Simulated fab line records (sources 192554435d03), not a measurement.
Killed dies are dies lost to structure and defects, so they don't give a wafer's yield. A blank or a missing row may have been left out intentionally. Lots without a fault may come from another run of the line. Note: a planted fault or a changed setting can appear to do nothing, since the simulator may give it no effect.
A struck lot beside a sound one + flow n5 finfet + 15 out of 1938 route steps
Sound: the wafers L727.1, L727.3, L727.4. Struck: wafer L733.2 (left out: L733.1, a lot-mate that was not struck); the cause follows at the end.
Order at every step that has rows: each side's tool, ch and its chambers, its first start. Under that, the readings that differ: sound wafers + struck wafers + difference of the means + sigmas: that difference in standard deviations of wafers without a fault.
alike: readings with means less than 2 such deviations apart, plus words and numbers identical on both sides. not compared: withheld readings, readings lacking a value on some wafer, bounds such as >300 that could conceal the same value, and numbers that have no deviation in the record and whose values overlap.
A row with sigmas, a row that says differs or no value, or rows on one side alone: a step with any of these is where the two part. Numbers that don't overlap but have no deviation are shown without sigmas and don't part them. A reading that every wafer of one side lacks parts them only if that side has two wafers or more.

first, 8 steps without rows for these wafers: N5_BEOL_M9_COAT_64 (time 60 s, resist thk 12 nm); N5_BEOL_M9_COAT_75 (time 60 s, resist thk 5 nm); N5_BEOL_M9_COAT_22 (resist thk 30 nm); N5_BEOL_M9_EBR_24; N5_BEOL_M9_SOFTBAKE_23 (time 60 s); N5_BEOL_M9_EXPOSE_25 (exposes mask V8); N5_BEOL_M9_PEB_26 (peb time 60 s); N5_BEOL_M9_DEVELOP_27 (develop time 30 s).
N5_BEOL_M9_CD_MEAS_28: the cd target is 70 nm.
  sound on cd sem-03 ch 0, day 9 20:29; struck on cd sem-01 ch 0, day 11 13:35
  alike: cd nm
N5_BEOL_M9_OVL_MEAS_29:
  sound on overlay-01 ch 0, day 9 20:31; struck on overlay-01 ch 0, day 11 13:38
  alike: V8_OVL
N5_BEOL_M9_INSPECT_30: inspects for defects (brightfield).
  sound on defect inspect-02 at day 9 20:34; struck on defect inspect-02 at day 11 13:41
  alike: raw defect count
N5_BEOL_M9_DESCUM_33: chemistry O2, time 7 s.
  sound on rie diel-05 ch 0,2,3, day 9 20:38; struck on rie diel-05 ch 0, day 11 13:43
| reading                | sound      | struck | difference | sigmas |
|------------------------|------------|--------|------------|--------|
| rf hours counter h (h) | 191 51 206 | 219    | +70        |        |
  alike: drypump motor current A, oes product au, rf vpp V, showerhead plenum p Torr, throttle valve pct
N5_BEOL_M9_ETCH_76: etches underlayer in N2/H2, target depth 6.5 nm, time 5.2 s.
  sound on rie diel-05 ch 0,2,3, day 9 20:40; struck on rie diel-05 ch 0, day 11 13:45
| reading                | sound          | struck | difference | sigmas |
|------------------------|----------------|--------|------------|--------|
| etch rf on time s (s)  | 5.15 4.97 5.24 | 7.95   | +2.83      | +19    |
| oes product au (a.u.)  | 0.61 0.75 0.62 | 0.50   | -0.16      | -2     |
| rf hours counter h (h) | 191 51 206     | 219    | +70        |        |
  alike: drypump motor current A, rf vpp V, showerhead plenum p Torr, throttle valve pct
N5_BEOL_M9_ETCH_65: etches SiARC in CF4, target depth 15.6 nm, time 26 s.
  sound on rie diel-05 ch 0,2,3, day 9 20:41; struck on rie diel-05 ch 0, day 11 13:46
| reading                | sound      | struck | difference | sigmas |
|------------------------|------------|--------|------------|--------|
| rf hours counter h (h) | 191 51 206 | 219    | +70        |        |
  alike: drypump motor current A, etch rf on time s, oes product au, rf vpp V, showerhead plenum p Torr, throttle valve pct
then, 1 step without rows for these wafers: N5_PASSIVATION_PROBE_49.

## WHERE THEY PART
Only at N5_BEOL_M9_ETCH_76, within this record. Later steps at which nothing parts them and some readings are alike: N5_BEOL_M9_ETCH_65.

WHY: whatever the simulator had introduced
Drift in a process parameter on rie diel-05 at N5_BEOL_M9_ETCH_76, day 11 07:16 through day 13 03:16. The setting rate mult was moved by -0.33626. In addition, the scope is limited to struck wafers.
